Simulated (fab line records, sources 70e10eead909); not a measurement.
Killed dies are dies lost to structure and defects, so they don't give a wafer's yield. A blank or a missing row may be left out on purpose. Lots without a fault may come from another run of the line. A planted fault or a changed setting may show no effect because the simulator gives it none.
Chamber matching | flow nand_harc | NHARC_A_SGD_CUT_DEP_00 on pecvd-03: 3 sister chambers
The step deposits SiNx, target thk 50 nm. 22 wafers are shown with their chamber, then 11 later ones without.

WAFERS WITH THEIR CHAMBER
wafer  | chamber | heater_power_w (W)
L078.2 | 0       | 661
L078.3 | 2       | 594
L078.5 | 1       | 684
L078.1 | 1       | 703
L078.4 | 2       | 601
L078.6 | 0       | 693
L076.1 | 0       | 662
L076.3 | 2       | 575
L076.4 | 1       | 762
L083.2 | 2       | 614
L083.3 | 0       | 726
L083.4 | 0       | 694
L086.3 | 1       | 777
L086.4 | 1       | 765
L086.5 | 2       | 587
L087.2 | 0       | 704
L087.4 | 2       | 632
L087.5 | 0       | 701
L088.2 | 0       | 714
L088.3 | 1       | 678
L088.6 | 2       | 565
L088.1 | 2       | 572

SIGNATURES (means of the wafers above)
reading        | chamber 0 | chamber 1 | chamber 2 | scatter within a chamber
heater_power_w | 694.38    | 728.17    | 592.50    | 30.2
Rule: a wafer's distance from a chamber is the root of the sum, over the readings, of the square of ((its reading less the chamber's mean) divided by the reading's scatter). The wafer belongs to the nearest chamber; if the next one is less than 2 further off, it can't be placed. The scatter: the root of (the sum of the squares of (reading less its chamber's mean) over the shown wafers, divided by (wafers less chambers)).

WAFERS WITHOUT THEIR CHAMBER
wafer  | heater_power_w (W)
L088.4 | 671
L088.5 | 704
L092.1 | 536
L092.3 | 722
L092.6 | 679
L093.3 | 703
L093.5 | 570
L093.6 | 669
L097.2 | 547
L097.3 | 607
L097.5 | 599

WHICH CHAMBER EACH WENT THROUGH
wafer  | from the rows above          | in truth
L088.4 | can't be placed: 0 or 1 or 2 | 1
L088.5 | can't be placed: 0 or 1      | 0
L092.1 | 2                            | 2
L092.3 | can't be placed: 1 or 0      | 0
L092.6 | can't be placed: 0 or 1      | 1
L093.3 | can't be placed: 0 or 1      | 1
L093.5 | 2                            | 2
L093.6 | can't be placed: 0 or 1 or 2 | 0
L097.2 | 2                            | 2
L097.3 | 2                            | 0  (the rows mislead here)
L097.5 | 2                            | 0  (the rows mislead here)
Placed correctly: 3 of 11. Can't be placed from these rows: 6 (the true chamber is among the candidates in 6). Placed wrongly: 2.
